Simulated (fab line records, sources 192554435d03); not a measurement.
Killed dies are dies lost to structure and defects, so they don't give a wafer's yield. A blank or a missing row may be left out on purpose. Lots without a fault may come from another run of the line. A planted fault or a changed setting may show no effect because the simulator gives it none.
Which tool did it? | flow n5_finfet | 12 lots, 36 wafers sampled, at 1 step of a route of 1938

WHAT THE GAUGES READ, wafer by wafer
N5_BEOL_M15_CD_MEAS_10: target cd 360 nm.
lot  | measured     | on        | cd_nm (nm)
L076 | day 12 08:14 | cd_sem-03 | 358.9 360.0 358.1
L077 | day 13 04:00 | cd_sem-03 | 359.7 358.5 360.7
L079 | day 13 13:10 | cd_sem-02 | 362.9 359.8 361.7
L082 | day 14 02:14 | cd_sem-02 | 358.3 363.1 359.5
L083 | day 14 04:39 | cd_sem-01 | 361.0 361.3 360.6
L085 | day 14 18:02 | cd_sem-01 | 363.7 363.0 362.2
L086 | day 15 03:56 | cd_sem-01 | 359.9 358.5 357.4
L088 | day 15 17:52 | cd_sem-03 | 364.5 362.2 364.6
L092 | day 16 09:08 | cd_sem-02 | 356.7 356.9 358.7
L091 | day 17 02:02 | cd_sem-03 | 362.5 363.3 360.2
L094 | day 17 06:08 | cd_sem-03 | 362.8 363.1 361.3
L097 | day 17 22:23 | cd_sem-03 | 362.1 365.5 365.4

WHICH TOOL RAN EACH LOT (tool, then ch and the chambers of the sampled wafers, then the start)
The record holds no process step before these readings.

THE ANSWER, worked out from the rows above alone
Rule: what is usual is taken from the lots themselves. Put in order of their means at a reading, lots are off if they are a third of the lots or fewer, leave a main group of 4 or more, and stand apart from it by a gap of 3 or more times the standard deviation of the main group's means; of several such gaps the widest counts. A main group whose means are all the same, to the digits that the tables above print for the reading, isn't used. A lot without any number at a reading at which 4 lots or more have one is off too. The other lots that the step has rows for count as sound.
No lot is off at any reading shown: from this, nothing can be told.

WHAT THE SIMULATOR HAD PUT IN
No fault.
